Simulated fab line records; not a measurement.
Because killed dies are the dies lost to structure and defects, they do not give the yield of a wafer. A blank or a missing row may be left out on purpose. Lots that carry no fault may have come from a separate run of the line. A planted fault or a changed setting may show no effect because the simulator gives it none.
fab line records -- flow nand-harc -- part 2 of 2: steps 25 to 34 of 34
record lots=5, wafers=15, last-day=24
route steps=1159 shown A_CHANNEL_HOLE_D1@484 A_CHANNEL_FILL_D1@490 A_STAIRCASE@519
lots that met no fault: from a run of the same line without faults
start-h: start of the lot's first displayed wafer, in hours after the record's first day -- wait-h: hours since the lot's step before -- " repeats the value in the row above -- L1.1+2: one row covering several wafers at once -- - no value, or no start given -- * or withheld: withheld -- < > ~ a bound
route shown NAME@n: NAME is a module with steps in the file, n the number in the route of the first one -- usual: the fault-free wafers' mean and standard deviation -- same: alike in all rows -- chamber/n: place in a boat -- sites: per-site readings -- _std_site: how widely they spread, as a standard deviation -- _edge_site: the outer-site mean with the inner-site mean subtracted -- radius-mm: for every site, how far away it sits from the centre of the wafer -- mask NAME#n: copy n -- behind: tool/chamber where the wafer was last shaped -- hold: what put the lot on hold/how long, in hours/how the hold closed -- device: transistor that didn't switch, given as n, p or np -- end of line: the same wafers' tests at the end of the route -- where a step has no rows: the recipe by itself -- killed: count of dies lost to structure and defects at first sort (not the wafer's yield) -- map: a wafer's dies, x killed, . not, _ none there
set.NAME: the setting as run; set.NAME@STEP: as run at that earlier step -- model.NAME: the simulator's own value behind a step, which no gauge read
lots at selected steps of the route; one table per step, one row per wafer
services: from which hour (start-h, from the record's first day; less than 0 if before it) a tool's chamber was out of use, for how many hours, and why
## steps
# step NHARC_A_CHANNEL_FILL_D1_ETCHBACK_08
# recipe target-depth-a=2200, time-s=110, c4f8-flow-sccm=20, ar-flow-sccm=withheld, rf-w=600, bias-w=300, chemistry=C4F8
# usual oes-product-au=0.94/0.034, rf-vpp-V=442.1/2.6
lot.wafer,tool,chamber,start-h,wait-h,oes-product-au,rf-hours-counter-h,rf-vpp-V
L077.1,rie-diel-02,3,-,-,0.92,2.1,438.9
L077.2,rie-diel-02,1,-,-,0.92,1.9,444.6
L077.5,rie-diel-02,0,-,-,0.91,-,438.8
L080.4,rie-diel-02,3,-,-,0.92,2.4,438.8
L080.6,rie-diel-02,1,-,-,0.92,-,443.2
L080.5,rie-diel-02,2,-,-,0.93,-,442.9
L079.4,rie-diel-13,3,-,-,0.92,6.2,444.7
L079.1,rie-diel-13,1,-,-,0.93,6.2,439.3
L079.6,rie-diel-13,3,-,-,0.92,-,445.1
L088.2,rie-diel-13,0,-,-,0.92,0.8,444.7
L088.1,rie-diel-13,1,-,-,0.93,0.8,439.8
L088.6,rie-diel-13,3,-,-,0.93,-,444.6
L094.2,rie-diel-13,2,-,-,0.92,2.1,444.4
L094.1,rie-diel-13,3,-,-,0.93,2.0,446.7
L094.3,rie-diel-13,1,-,-,0.92,2.2,441.3
# step NHARC_A_CHANNEL_FILL_D1_STRIP_29
# recipe time-s=20, o2-flow-sccm=500, ar-flow-sccm=0, bias-w=0, chemistry=O2
# usual drypump-motor-current-A=6.1/0.46, oes-product-au=0.997/0.008, rf-vpp-V=58.0/0.92, showerhead-plenum-p-Torr=3.60/0.13, throttle-valve-pct=17.036/0.0079
lot.wafer,tool,chamber,start-h,wait-h,drypump-motor-current-A,oes-product-au,rf-hours-counter-h,rf-vpp-V,showerhead-plenum-p-Torr,throttle-valve-pct
L077.2,rie-diel-02,3,-,-,6.7,0.995,2.1,59.0,3.41,17.036
L077.1,rie-diel-02,0,-,-,5.7,0.990,2.0,56.4,3.50,17.041
L077.5,rie-diel-02,2,-,-,5.5,0.996,-,57.4,3.65,17.036
L080.4,rie-diel-02,3,-,-,6.7,0.999,2.4,57.5,3.41,17.042
L080.5,rie-diel-02,2,-,-,5.5,1.000,-,58.7,3.65,17.039
L080.6,rie-diel-02,3,-,-,6.6,0.993,-,57.3,3.41,17.036
L079.4,rie-diel-13,2,-,-,6.0,1.002,6.3,58.3,3.71,17.027
L079.1,rie-diel-13,3,-,-,6.1,1.002,6.3,59.0,3.78,17.046
L079.6,rie-diel-13,2,-,-,6.1,0.997,-,58.5,3.70,17.030
L088.2,rie-diel-13,0,-,-,6.8,0.993,0.9,58.1,3.75,17.047
L088.1,rie-diel-13,2,-,-,6.0,0.990,0.7,58.2,3.70,17.049
L088.6,rie-diel-13,1,-,-,5.9,0.997,-,58.0,3.47,17.042
L094.2,rie-diel-13,1,-,-,5.9,1.001,2.2,56.4,3.46,17.040
L094.1,rie-diel-13,2,-,-,6.1,0.991,2.1,57.7,3.70,17.049
L094.3,rie-diel-13,0,-,-,6.8,0.997,2.1,59.4,3.75,17.030
# step NHARC_A_CHANNEL_FILL_D1_PRECLEAN_30
# recipe time-s=30, chemistry=dHF
lot.wafer,tool,chamber,start-h,wait-h
L077.2+1+5,wet-bench-03,"1,5,6",237.23,-
L080.5+4+6,wet-bench-03,"7,1,3",252.97,-
L079.1+6+4,wet-bench-03,"1,2,3",254.33,-
L088.1+6+2,wet-bench-05,"6,7,0",308.26,-
L094.2+3+1,wet-bench-03,"4,5,6",344.71,-
# step NHARC_A_CHANNEL_FILL_D1_SRD_31
lot.wafer,tool,chamber,start-h,wait-h
L077.2+1+5,wet-bench-03,"1,5,6",237.26,0.0
L080.5+4+6,wet-bench-03,"7,1,3",253.00,0.0
L079.1+6+4,wet-bench-03,"1,2,3",254.34,0.0
L088.1+6+2,wet-bench-05,"6,7,0",308.28,0.0
L094.2+3+1,wet-bench-03,"4,5,6",344.73,0.0
# step NHARC_A_CHANNEL_FILL_D1_CVD_09
# recipe target-thk-a=1500, temp-c=620, pressure-mtorr=200, time-s=3000, material=poly-Si
# usual pressure-mtorr=200.1/0.36, tube-center-temp-C=619.99/0.051
lot.wafer,tool,chamber,start-h,wait-h,pressure-mtorr,tube-center-temp-C
L077.1,lpcvd-poly-03,0,239.69,2.4,200.5,620.01
L077.2,lpcvd-poly-03,0,239.69,2.4,200.2,620.06
L077.5,lpcvd-poly-03,0,239.69,2.4,199.4,619.94
L079.1,lpcvd-poly-01,0,255.43,1.1,200.2,620.01
L079.4,lpcvd-poly-01,0,255.43,1.1,200.0,620.01
L079.6,lpcvd-poly-01,0,255.43,1.1,200.4,619.94
L080.4,lpcvd-poly-01,0,255.43,2.4,199.5,620.03
L080.5,lpcvd-poly-01,0,255.43,2.4,199.9,619.98
L080.6,lpcvd-poly-01,0,255.43,2.4,199.7,619.99
L088.1,lpcvd-poly-01,0,310.63,2.4,200.1,619.96
L088.2,lpcvd-poly-01,0,310.63,2.4,199.9,620.04
L088.6,lpcvd-poly-01,0,310.63,2.4,200.5,619.97
L094.1,lpcvd-poly-02,0,346.98,2.2,200.6,619.97
L094.2,lpcvd-poly-02,0,346.98,2.2,200.7,619.91
L094.3,lpcvd-poly-02,0,346.98,2.2,200.2,620.02
# step NHARC_A_CHANNEL_FILL_D1_CMP_10
# recipe target-thk-nm=150
# usual motor-current-A=12.4/1.5, time-to-endpoint-s=15.1/2
lot.wafer,tool,chamber,start-h,wait-h,motor-current-A,time-to-endpoint-s
L077.2,cmp-04,2,242.91,0.4,11.4,17.5
L077.1,cmp-04,0,242.91,0.4,11.6,17.6
L077.5,cmp-04,2,242.91,0.4,11.9,17.2
L079.1,cmp-01,3,258.64,0.4,10.7,16.6
L079.4,cmp-01,1,258.64,0.4,12.6,15.3
L079.6,cmp-01,3,258.64,0.4,10.7,15.2
L080.4,cmp-03,1,258.67,0.4,12.0,10.9
L080.5,cmp-03,3,258.67,0.4,13.5,15.3
L080.6,cmp-03,0,258.67,0.4,10.8,13.2
L088.2,cmp-04,3,313.79,0.4,10.5,14.4
L088.1,cmp-04,1,313.79,0.4,13.2,12.4
L088.6,cmp-04,3,313.79,0.4,10.6,14.7
L094.2,cmp-01,3,350.17,0.4,10.9,13.1
L094.3,cmp-01,1,350.17,0.4,11.4,14.8
L094.1,cmp-01,2,350.17,0.4,13.8,14.4
# step NHARC_A_CHANNEL_FILL_D1_SRD_12
lot.wafer,tool,chamber,start-h,wait-h
L077.5+1+2,wet-bench-05,"4,5,1",243.18,0.0
L080.4+6+5,wet-bench-05,"0,1,3",258.92,0.0
L079.1+4+6,wet-bench-07,"0,1,3",258.92,0.0
L088.1+2+6,wet-bench-05,"0,1,2",314.10,0.0
L094.2+3+1,wet-bench-07,"3,4,5",350.48,0.0
# step NHARC_A_CHANNEL_FILL_D1_RTA_24
# recipe temp-c=1000, time-s=5
# usual lamp-power-pct=28.7/1.7, lamp_zone_1_pct=28.7/1.7, lamp_zone_3_pct=28.7/1.7, wafer_temp_C_max=1004.9/1.9
lot.wafer,tool,chamber,start-h,wait-h,lamp-power-pct,lamp_zone_1_pct,lamp_zone_3_pct,wafer_temp_C_max
L077.1,rtp-anneal-02,0,243.34,0.1,26.5,26.6,26.6,1002.7
L077.2,rtp-anneal-02,0,243.34,0.1,26.5,26.6,26.5,1002.7
L077.5,rtp-anneal-02,0,243.34,0.1,26.6,26.6,26.6,1003.1
L079.1,rtp-anneal-02,0,259.04,0.0,26.6,26.6,26.6,1002.5
L079.4,rtp-anneal-02,0,259.04,0.0,26.6,26.6,26.6,1003.2
L079.6,rtp-anneal-02,0,259.04,0.0,26.6,26.6,26.6,1003.6
L080.4,rtp-anneal-01,0,259.12,0.1,30.0,30.0,30.0,1004.0
L080.5,rtp-anneal-01,0,259.12,0.1,30.0,30.0,30.0,1004.9
L080.6,rtp-anneal-01,0,259.12,0.1,30.0,30.0,30.0,1006.4
L088.1,rtp-anneal-01,0,314.38,0.2,30.0,30.0,30.0,1006.7
L088.2,rtp-anneal-01,0,314.38,0.2,30.0,30.0,30.0,1004.5
L088.6,rtp-anneal-01,0,314.38,0.2,30.0,30.0,30.0,1004.7
L094.1,rtp-anneal-01,0,350.59,0.0,30.0,30.0,30.0,1006.9
L094.2,rtp-anneal-01,0,350.59,0.0,30.0,30.0,30.0,1006.9
L094.3,rtp-anneal-01,0,350.59,0.0,30.0,30.0,30.0,1007.0
# step NHARC_A_CHANNEL_FILL_D1_INSPECT_13
# usual raw-defect-count=304/150
lot.wafer,tool,chamber,start-h,wait-h,raw-defect-count
L077.1,defect-inspect-02,-,243.54,0.2,324
L077.2,defect-inspect-02,-,243.54,0.2,368
L077.5,defect-inspect-02,-,243.54,0.2,609
L080.4,defect-inspect-02,-,259.23,0.1,282
L080.5,defect-inspect-02,-,259.23,0.1,115
L080.6,defect-inspect-02,-,259.23,0.1,204
L079.1,defect-inspect-02,-,259.24,0.2,271
L079.4,defect-inspect-02,-,259.24,0.2,186
L079.6,defect-inspect-02,-,259.24,0.2,223
L088.1,defect-inspect-01,-,314.58,0.2,435
L088.2,defect-inspect-01,-,314.58,0.2,778
L088.6,defect-inspect-01,-,314.58,0.2,514
L094.1,defect-inspect-02,-,350.79,0.2,267
L094.2,defect-inspect-02,-,350.79,0.2,233
L094.3,defect-inspect-02,-,350.79,0.2,461
# step NHARC_A_STAIRCASE_DEP_156
# recipe target-thk-a=500, temp-c=400, target-thk-nm=50, flow-sccm=200, rf-w=450, material=SiNx
# usual heater-power-w=725/130
lot.wafer,tool,chamber,start-h,wait-h,heater-power-w
L077.1,pecvd-04,1,243.61,0.1,741
L077.2,pecvd-04,2,243.61,0.1,605
L077.5,pecvd-04,2,243.61,0.1,592
L079.1,pecvd-02,0,259.35,0.1,619
L079.4,pecvd-02,0,259.35,0.1,649
L079.6,pecvd-02,0,259.35,0.1,657
L080.6,pecvd-04,2,259.38,0.1,627
L080.4,pecvd-04,0,259.38,0.1,688
L080.5,pecvd-04,1,259.38,0.1,712
L088.1,pecvd-04,2,314.65,0.1,646
L088.2,pecvd-04,1,314.65,0.1,763
L088.6,pecvd-04,2,314.65,0.1,636
L094.2,pecvd-02,1,350.86,0.1,687
L094.3,pecvd-02,2,350.86,0.1,983
L094.1,pecvd-02,0,350.86,0.1,672
## services
tool,chamber,start-h,hours,kind
rie-diel-11,2,177.64,3.7,repair
rie-diel-11,0,180.25,10.0,repair
rie-diel-11,-,180.76,0.7,repair
rie-diel-11,-,189.59,9.0,pm
ald-hk-04,-,189.96,10.0,pm
pecvd-04,-,195.00,13.0,pm
wet-bench-05,-,196.80,8.0,pm
rie-diel-11,3,199.41,2.0,repair
rie-diel-13,1,208.05,1.8,repair
wet-bench-01,-,213.71,8.0,pm
ald-hk-02,-,218.35,1.4,repair
rie-diel-11,-,226.43,1.0,repair
ald-hk-01,-,228.00,10.0,pm
rie-diel-11,3,228.86,19.9,repair
rie-si-05,-,239.00,9.0,pm
rie-diel-11,2,244.38,20.7,repair
rie-diel-13,2,259.22,2.6,repair
wet-bench-07,-,272.00,8.0,pm
rie-diel-13,-,276.00,9.0,pm
rie-diel-02,0,283.88,4.5,repair
wet-bench-06,-,305.60,8.0,pm
wet-bench-05,-,315.83,0.9,repair
wet-bench-03,-,322.40,8.0,pm
rie-diel-02,-,327.70,9.0,pm
